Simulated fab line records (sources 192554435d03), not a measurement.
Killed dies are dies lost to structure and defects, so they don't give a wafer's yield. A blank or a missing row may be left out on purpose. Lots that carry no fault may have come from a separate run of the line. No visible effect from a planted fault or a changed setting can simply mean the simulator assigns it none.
Matching of chambers	flow n5Finfet	N5_SDB_STRIP_21 on rieDiel-03: 4 sister chambers
The step strips in CF4. 4 wafers are shown with their chamber, then 8 later ones without.

WAFERS, EACH WITH ITS CHAMBER
wafer	chamber	drypumpMotorCurrentA (A)
L088.6	1	5.5
L089.4	0	6.5
L089.6	2	5.8
L090.2	3	5.9

WAFERS WITH NO CHAMBER GIVEN
wafer	drypumpMotorCurrentA (A)
L090.4	5.8
L090.6	5.6
L091.3	6.5
L091.4	5.8
L091.6	5.8
L094.1	5.8
L094.4	6.5
L094.6	5.8

WHICH CHAMBER EACH ONE RAN IN
wafer	from the rows above	in truth
L090.4	2	2
L090.6	1	1
L091.3	0	0
L091.4	2	2
L091.6	2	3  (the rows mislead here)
L094.1	2	2
L094.4	0	0
L094.6	2	2
Correct placement for 7 of the 8. From these rows, 0 cannot be placed. Number placed wrongly: 1.
How it was worked out, from the rows above alone: a wafer's distance from a chamber is the root of the sum, over the readings, of the square of ((its reading less the chamber's mean) divided by the reading's scatter). The wafer belongs to the nearest chamber; if the next one is less than 2 further off, it can't be placed. A chamber's mean is the mean of its shown wafers. The scatter: root of mean squared gap, hidden wafer to nearest shown wafer, with one shown wafer a chamber.
